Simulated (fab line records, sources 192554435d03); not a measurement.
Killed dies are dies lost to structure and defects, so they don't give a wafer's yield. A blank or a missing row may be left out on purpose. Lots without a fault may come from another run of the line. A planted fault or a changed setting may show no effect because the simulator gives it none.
One fault seen from 2 desks | flow n5_finfet | each desk has only its own numbers; what lay behind them comes last

THE TOOL OWNER'S DESK: litho_track-01
The tool's own readings at N5_BEOL_M12_COAT_66 (time 60 s, resist thk 110 nm): means of the sampled wafers that have a number, for each lot that ran on this tool. A lot is out of limits, marked OUT, if its mean lies more than 4 standard deviations from the usual mean; the brackets give that distance.
Columns: A = heater_power_total_W at N5_BEOL_M12_COAT_66, usual 427.8 W; B = plate_temp_C at N5_BEOL_M12_COAT_66, usual 219.99 C
lot  | first seen here | A               | B
L233 | day 11 06:02    | 428.1           | 220.09
L242 | day 12 12:25    | 426.6           | 220.27
L239 | day 12 15:35    | 424.9           | 220.19
L245 | day 14 10:31    | 400.9 (-13) OUT | 208.43 (-64) OUT
L247 | day 14 12:38    | 398.7 (-15) OUT | 208.22 (-65) OUT
This desk's finding: out of limits on L245, L247; first on L245, day 14 10:31 (heater_power_total_W at N5_BEOL_M12_COAT_66). In limits: L233, L242, L239.

THE METROLOGY DESK
What the gauges read, lot by lot, whatever tool the lot ran on: means of the sampled wafers that have a number. A lot is out of limits, marked OUT, if its mean lies more than 4 standard deviations from the usual mean; the brackets give that distance.
Columns: A = M11_THK at N5_BEOL_M11_THK_MEAS_53, usual 140.1 nm; B = M12_OVL at N5_BEOL_M12_OVL_MEAS_29, usual -1 nm
lot  | first seen here | A     | B
L233 | day 11 03:50    | 138.9 | -1
L235 | day 11 09:38    | 139.4 | -2
L236 | day 11 16:55    | 143.2 | -4
L242 | day 12 11:01    | 140.1 | -3
L239 | day 12 14:11    | 140.2 | -0
L240 | day 12 19:19    | 136.2 | 6
L243 | day 13 16:59    | 142.1 | 10
L245 | day 14 08:50    | 142.9 | -2
L247 | day 14 11:13    | 139.2 | -4
L253 | day 15 07:26    | 139.1 | -5
L252 | day 15 17:37    | 140.0 | -3
L254 | day 16 05:08    | 142.6 | -1
This desk's finding: nothing out of limits on any of the 12 lots.

PUT TOGETHER
The tool owner's desk could have raised an alarm at day 14 10:31, on L245, L247.
The metrology desk saw nothing out of limits.
The metrology desk has L245, L247 on record, within its limits.
Of the lots named, all ran N5_BEOL_M12_COAT_66 on litho_track-01.

WHAT THE SIMULATOR HAD PUT IN
Process parameter drift: litho_track-01, from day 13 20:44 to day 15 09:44, at N5_BEOL_M12_COAT_66. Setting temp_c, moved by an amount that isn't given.
Lots struck among those shown: L245, L247.
Hours from the fault's start to each desk's first reading out of limits: the tool owner's desk, 14.
